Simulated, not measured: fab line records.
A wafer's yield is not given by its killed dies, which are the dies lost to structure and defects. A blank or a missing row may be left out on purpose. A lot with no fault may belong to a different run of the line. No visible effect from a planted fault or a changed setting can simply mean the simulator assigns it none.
A single fault, viewed from 2 desks ; flow n5_finfet ; only its own numbers are on each desk; what lay behind them is given at the end

## THE DEFECT DESK
Lot by lot, what the route's inspections counted, given as the mean of those sampled wafers with a number. If a lot's mean is further than 4 standard deviations from the usual mean, the lot is out of limits and carries the mark OUT (the distance appears in the brackets).
Columns: A = raw_defect_count at N5_BEOL_M15_INSPECT_30, usual 2.0
lot;first seen here;A
L961;day 11 16:02;1.7
L962;day 11 16:29;1.7
L960;day 11 16:47;1.0
L964;day 12 12:16;2.3
L965;day 12 19:58;1.7
L968;day 13 15:26;3.3
L974;day 15 08:58;1.0
L975;day 15 11:50;3.3
L978;day 16 10:53;3.3
L980;day 17 13:16;2.0
L982;day 17 22:16;2.3
This desk's finding: nothing out of limits on any of the 11 lots.

## TOOL OWNER'S DESK, litho_track-03
The tool's own readings at N5_BEOL_M15_COAT_56 (time 60 s, resist thk 550 nm): means of the sampled wafers that have a number, for each lot that ran on this tool. If a lot's mean is further than 4 standard deviations from the usual mean, the lot is out of limits and carries the mark OUT (the distance appears in the brackets).
Columns: A = chill_plate_temp_C at N5_BEOL_M15_COAT_56, usual 22.99 C; B = heater_power_total_W at N5_BEOL_M15_COAT_56, usual 500.4 W; C = plate_temp_C at N5_BEOL_M15_COAT_56, usual 250.00 C
lot;first seen here;A;B;C
L962;day 11 15:35;23.10;501.3;249.98
L964;day 12 11:15;23.08;501.3;250.07
L968;day 13 14:25;22.88;499.0;249.96
L974;day 15 08:04;23.00;521.4 (+12) OUT;258.24 (+46) OUT
L975;day 15 10:47;22.99;520.0 (+11) OUT;258.08 (+45) OUT
This desk's finding: out of limits on L974, L975; first on L974, day 15 08:04 (heater_power_total_W at N5_BEOL_M15_COAT_56). In limits: L962, L964, L968.

## ALL TOGETHER
The tool owner's desk could have raised an alarm at day 15 08:04, on L974, L975.
The defect desk saw nothing out of limits.
The defect desk has L974, L975 on record, within its limits.
The lots listed all ran N5_BEOL_M15_COAT_56 on litho_track-03.

## WHAT THE SIMULATOR HAD PUT IN
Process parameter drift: litho_track-03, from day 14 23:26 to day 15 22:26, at N5_BEOL_M15_COAT_56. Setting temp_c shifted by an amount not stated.
Struck lots among those shown: L974, L975.
Delay in hours, fault start to first out-of-limits reading, by desk: the tool owner's desk at 9.
